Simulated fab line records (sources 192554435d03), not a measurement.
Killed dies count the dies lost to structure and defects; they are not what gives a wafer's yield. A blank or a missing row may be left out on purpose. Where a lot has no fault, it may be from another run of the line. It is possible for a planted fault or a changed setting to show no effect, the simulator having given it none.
Split-lot study ; flow n5_finfet ; route with 1938 steps; 7 lots, 21 wafers read

ABOUT THE SPLIT
At N5_BEOL_M13_TRENCH_ETCH_34 (etches SiOC in C4F8/O2/Ar, target depth 413.47 nm, time 162.6 s), the setting time_s was moved away from the recipe's 162.6 s on 5 of the 21 wafers read, by -11.5% to +17.2%. The other wafers ran this setting at the recipe's value.

FROM THE SPLIT TO THE READING: what the file shows between them, 10 steps
- N5_BEOL_M13_STRIP_70: strips in C4F8/O2/Ar
- N5_BEOL_M13_OCD_MEAS_35
- N5_BEOL_M13_STRIP_37: strips in N2/H2
- N5_BEOL_M13_ETCH_38: etches SiCN in CF4/N2, target depth 67.5 nm, time 71.9 s
- N5_BEOL_M13_ECD_47: material Cu, target thk 936 nm
- N5_BEOL_M13_ANNEAL_48: time 90 s
- N5_BEOL_M13_CMP_49: polishes, stops on SiOC, t overpolish 17.1 s, target thk 420 nm
- N5_BEOL_M13_THK_MEAS_50: measures by xrf
- N5_BEOL_M13_PRE_CLEAN_52: time 15 s
- N5_BEOL_M13_DEP_53: deposits SiCN from 3MS/NH3, target thk 50 nm, time 17.8 s

THE READING
M13_RS in ohm/sq, measured at N5_BEOL_M13_RS_MEAS_54 by four-point-probe. On this fab line, fault-free wafers typically give 0.0454 ohm/sq with a standard deviation of 0.0011 ohm/sq.

wafer;tool, chamber at the split;time_s as run, s;against the recipe;M13_RS, ohm/sq;against lot-mates on the recipe
L075.1;rie_diel-01, 1;151;-7.1%;0.0497;+0.0037
L075.2;rie_diel-01, 2;162.6;recipe;0.0460;-
L075.5;rie_diel-01, 1;151;-7.1%;0.0498;+0.0038
L079.2;rie_diel-01, 0;162.6;recipe;0.0468;-
L079.3;rie_diel-01, 1;162.6;recipe;0.0454;-
L079.4;rie_diel-01, 2;162.6;recipe;0.0461;-
L078.1;rie_diel-02, 3;162.6;recipe;0.0435;-
L078.2;rie_diel-02, 0;162.6;recipe;0.0438;-
L078.5;rie_diel-02, 3;162.6;recipe;0.0438;-
L085.1;rie_diel-01, 2;162.6;recipe;0.0458;-
L085.5;rie_diel-01, 0;162.6;recipe;0.0464;-
L085.6;rie_diel-01, 3;162.6;recipe;0.0461;-
L090.2;rie_diel-01, 1;143.9;-11.5%;0.0510;+0.0047
L090.5;rie_diel-01, 0;143.9;-11.5%;0.0524;+0.0061
L090.6;rie_diel-01, 2;162.6;recipe;0.0463;-
L096.1;rie_diel-01, 3;162.6;recipe;0.0452;-
L096.4;rie_diel-01, 0;162.6;recipe;0.0464;-
L096.6;rie_diel-01, 3;162.6;recipe;0.0451;-
L097.1;rie_diel-01, 2;162.6;recipe;0.0468;-
L097.2;rie_diel-01, 3;162.6;recipe;0.0458;-
L097.4;rie_diel-01, 1;190.6;+17.2%;0.0391;-0.0072

THE FIT
A straight line over all 21 wafers: M13_RS changes by -0.000464 ohm/sq for each +1% of time_s; r = -0.93; the points scatter about the line by 0.0011 ohm/sq.
The same after taking each lot's own level away (the mean of its wafers on the recipe; 21 wafers): -0.000452 ohm/sq for each +1%; r = -0.98; scatter 0.00049 ohm/sq.
According to that fit, moving time_s by its largest amount changes the reading by 0.0078 ohm/sq.
Measured against the standard deviation above, the lots' own levels, which go from 0.04370 to 0.04630 ohm/sq, span 2.4 times it.
Hence the lot-to-lot level has little effect on the slope; both slopes agree.
Check: for one of the wafers moved furthest among these (+17.2%), held out of the fit, the line's prediction against its lot-mates is -0.00832 ohm/sq. It came out at -0.0072 ohm/sq against them.

OTHER SPLITS APPLIED TO THESE WAFERS
Before the reading, these wafers also passed through other splits. Each is held against what the fit with the lots' levels taken away leaves over:
other split on the same wafers;wafers away from the commonest value;r with M13_RS (lot level and that fit taken away)
N5_BEOL_M8_COAT_71 spin_rpm;3;-0.33
N5_BEOL_M9_COAT_05 spin_rpm;10;+0.32
N5_BEOL_M10_COAT_22 spin_rpm;4;-0.30
N5_BEOL_M10_PEB_26 peb_time_s;8;-0.12
N5_BEOL_M11_CURE_72 time_s;10;+0.00

THE WHOLE CHAIN: every reading that the file lists as answering this split, in the file's order
step;what it does;reading;change (the file's fit);r (the file's)
N5_BEOL_M13_TRENCH_ETCH_34;etches SiOC in C4F8/O2/Ar, target depth 413.47 nm, time 162.6 s;etch.depth_nm (the simulator's own value, which no gauge read);+4.02 nm for each +1% of the setting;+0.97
N5_BEOL_M13_OCD_MEAS_35;;trench_depth_nm;+4.04 nm for each +1% of the setting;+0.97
N5_BEOL_M13_CMP_49;polishes, stops on SiOC, t overpolish 17.1 s, target thk 420 nm;Cu_of_BEOL_M13_ECD_47.thk_nm (the simulator's own value, which no gauge read);+4.05 nm for each +1% of the setting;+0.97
N5_BEOL_M13_THK_MEAS_50;measures by xrf;M13_THK;+4.09 for each +1% of the setting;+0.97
N5_BEOL_M13_RS_MEAS_54;measures by four-point-probe;M13_RS;-0.000447 for each +1% of the setting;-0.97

THE FILE'S OWN FIT
M13_RS changes by -0.000447 ohm/sq for each +1% of time_s, r = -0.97.
